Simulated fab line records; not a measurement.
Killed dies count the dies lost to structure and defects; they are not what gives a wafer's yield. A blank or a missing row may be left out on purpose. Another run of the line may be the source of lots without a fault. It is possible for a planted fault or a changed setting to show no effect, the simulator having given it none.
Which tool is to blame? || flow n5_finfet || 9 lots, 26 wafers sampled, at 3 steps of a route of 1938

WHAT THE GAUGES SHOWED, per wafer
N5_BEOL_M10_OCD_MEAS_38.
{"lot": "L553", "measured": "day 9 11:59", "on": "ocd-02", "trench_depth_nm (nm)": "149.3 150.9 150.5"}
{"lot": "L556", "measured": "day 10 09:06", "on": "ocd-02", "trench_depth_nm (nm)": "148.1 146.3 147.0"}
{"lot": "L561", "measured": "day 12 02:04", "on": "ocd-02", "trench_depth_nm (nm)": "145.1 149.4 152.2"}
{"lot": "L562", "measured": "day 12 04:41", "on": "ocd-02", "trench_depth_nm (nm)": "146.1 148.1"}
{"lot": "L565", "measured": "day 13 12:14", "on": "ocd-02", "trench_depth_nm (nm)": "151.0 150.7 178.2"}
{"lot": "L566", "measured": "day 13 12:42", "on": "ocd-02", "trench_depth_nm (nm)": "149.1 150.0 146.6"}
{"lot": "L567", "measured": "day 13 19:10", "on": "ocd-01", "trench_depth_nm (nm)": "145.8 150.4 178.7"}
{"lot": "L575", "measured": "day 16 00:08", "on": "ocd-01", "trench_depth_nm (nm)": "148.5 147.6 149.0"}
{"lot": "L576", "measured": "day 16 06:29", "on": "ocd-01", "trench_depth_nm (nm)": "148.0 146.3 147.7"}

TOOL THAT RAN EACH LOT (tool first, then ch and the chambers of the sampled wafers, then the start)
{"lot": "L553", "N5_BEOL_M10_HM_OPEN_17": "rie_metal-01 ch 0,1, day 9 07:57", "N5_BEOL_M10_TRENCH_ETCH_37": "rie_diel-02 ch 0,1,2, day 9 11:49"}
{"lot": "L556", "N5_BEOL_M10_HM_OPEN_17": "rie_metal-03 ch 1, day 10 07:17", "N5_BEOL_M10_TRENCH_ETCH_37": "rie_diel-01 ch 2,3, day 10 08:55"}
{"lot": "L561", "N5_BEOL_M10_HM_OPEN_17": "rie_metal-02 ch 0, day 12 00:37", "N5_BEOL_M10_TRENCH_ETCH_37": "rie_diel-06 ch 0,1,2, day 12 01:53"}
{"lot": "L562", "N5_BEOL_M10_HM_OPEN_17": "rie_metal-02 ch 0, day 12 03:06", "N5_BEOL_M10_TRENCH_ETCH_37": "rie_diel-06 ch 1,3, day 12 04:29"}
{"lot": "L565", "N5_BEOL_M10_HM_OPEN_17": "rie_metal-02 ch 0,1, day 13 10:10", "N5_BEOL_M10_TRENCH_ETCH_37": "rie_diel-06 ch 0,2,3, day 13 12:03"}
{"lot": "L566", "N5_BEOL_M10_HM_OPEN_17": "rie_metal-02 ch 0,1, day 13 10:40", "N5_BEOL_M10_TRENCH_ETCH_37": "rie_diel-02 ch 0,1, day 13 12:31"}
{"lot": "L567", "N5_BEOL_M10_HM_OPEN_17": "rie_metal-01 ch 0,1, day 13 17:39", "N5_BEOL_M10_TRENCH_ETCH_37": "rie_diel-06 ch 0,1,3, day 13 18:59"}
{"lot": "L575", "N5_BEOL_M10_HM_OPEN_17": "rie_metal-01 ch 0,1, day 15 21:53", "N5_BEOL_M10_TRENCH_ETCH_37": "rie_diel-02 ch 2,3, day 15 23:57"}
{"lot": "L576", "N5_BEOL_M10_HM_OPEN_17": "rie_metal-03 ch 0,1, day 16 05:15", "N5_BEOL_M10_TRENCH_ETCH_37": "rie_diel-02 ch 1,2,3, day 16 06:18"}
- N5_BEOL_M10_HM_OPEN_17: chemistry Cl2/BCl3, target TiN, target depth 20 nm, overetch 6 nm.
- N5_BEOL_M10_TRENCH_ETCH_37: etches SiCOH lowk in C4F6/O2, target depth 148.83 nm, time 48 s.

THE ANSWER, worked out from the rows above alone
Rule: what is usual is taken from the lots themselves. The widest of any qualifying gaps counts: lots, ordered by their means at a reading, are off when they make up no more than a third of the lots, leave a main group of 4 or more, and stand apart from it by 3 or more times the standard deviation of that group's means. If all means in a main group match to the digits the tables above print for the reading, that group is not used. A lot without any number at a reading at which 4 lots or more have one is off too. The other lots that the step has rows for count as sound.
Off, at N5_BEOL_M10_OCD_MEAS_38 on trench_depth_nm: L565, L567. The main group has a mean of 148.2 nm with a standard deviation of 1.1.
A tool fits if, at a process step before that reading, it ran every lot that is off, and no sound lot after the first of them. Gauges at N5_BEOL_M10_OCD_MEAS_38: tried the same way as those tools. One fits: N5_BEOL_M10_TRENCH_ETCH_37 on rie_diel-06. Its last sound lot is L562 (day 12 04:29), its first lot that is off L565 (day 13 12:03): a fault that began between those two fits.

WHAT WAS PUT IN BY THE SIMULATOR
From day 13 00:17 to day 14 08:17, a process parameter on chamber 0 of rie_diel-06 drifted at N5_BEOL_M10_TRENCH_ETCH_37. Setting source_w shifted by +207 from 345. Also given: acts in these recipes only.
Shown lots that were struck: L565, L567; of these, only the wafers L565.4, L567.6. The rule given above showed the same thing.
